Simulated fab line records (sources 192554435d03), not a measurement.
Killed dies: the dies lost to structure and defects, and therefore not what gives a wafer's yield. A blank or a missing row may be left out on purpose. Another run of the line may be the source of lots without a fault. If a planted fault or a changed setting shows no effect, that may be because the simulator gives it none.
Matching of chambers    flow n5Finfet    N5_BEOL_M3_ETCH_64 on rieDiel-02 has 4 sister chambers
The step etches SOC in N2/H2, target depth 75 nm, overetch 15 nm, time 112.5 s. 15 wafers are shown with their chamber, then 7 later ones without.

WAFERS PAIRED WITH THEIR CHAMBERS
wafer   chamber  showerheadPlenumPTorr (Torr)  oesProductAu (a.u.)  drypumpMotorCurrentA (A)
L720.1  1        2.66                          0.59                 5.9
L720.2  2        2.50                          0.55                 5.7
L720.6  3        2.72                          0.71                 5.4
L718.1  0        2.52                          0.59                 6.0
L718.2  2        2.51                          0.55                 5.7
L718.6  3        2.72                          0.71                 5.4
L719.2  2        2.50                          0.55                 5.7
L719.3  3        2.72                          0.71                 5.4
L719.4  1        2.66                          0.58                 5.9
L723.2  1        2.66                          0.58                 5.8
L723.3  2        2.50                          0.54                 5.7
L723.5  0        2.52                          0.59                 6.0
L726.1  0        2.52                          0.59                 6.0
L726.3  1        2.65                          0.58                 5.9
L726.6  1        2.65                          0.57                 5.9

SIGNATURES (means of the wafers above)
reading                chamber 0  chamber 1  chamber 2  chamber 3  scatter within a chamber
showerheadPlenumPTorr  2.5200     2.6560     2.5025     2.7200     0.00421
oesProductAu           0.5900     0.5800     0.5475     0.7100     0.005
drypumpMotorCurrentA   6.000      5.880      5.700      5.400      0.027
Rule: for a wafer and a chamber, the distance is found by dividing, reading by reading, the gap between the wafer's reading and the chamber's mean by the reading's scatter, squaring, summing and taking the root. If the next closest chamber is less than 2 further off than the closest, the wafer can't be placed; otherwise it belongs to the closest. The scatter: take each reading less its chamber's mean, square it, sum over the shown wafers, divide by the number of wafers less the number of chambers, and take the root.

WAFERS WITHOUT THEIR CHAMBER
wafer   showerheadPlenumPTorr (Torr)  oesProductAu (a.u.)  drypumpMotorCurrentA (A)
L728.4  2.65                          0.57                 5.8
L728.5  2.52                          0.58                 6.0
L728.6  2.71                          0.68                 5.4
L731.3  2.50                          0.36                 5.7
L739.1  2.49                          0.73                 5.7
L739.2  2.51                          0.57                 6.0
L739.5  2.64                          0.56                 5.9

CHAMBER TAKEN BY EACH
wafer    from the rows above   in truth
L728.4   1                     1
L728.5   0                     0
L728.6   3                     3
L731.3   2                     2
L739.1   0                     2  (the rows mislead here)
L739.2   0                     0
L739.5   1                     1
6 of 7 placed correctly. Can't be placed from these rows: 0. Number placed wrongly: 1.
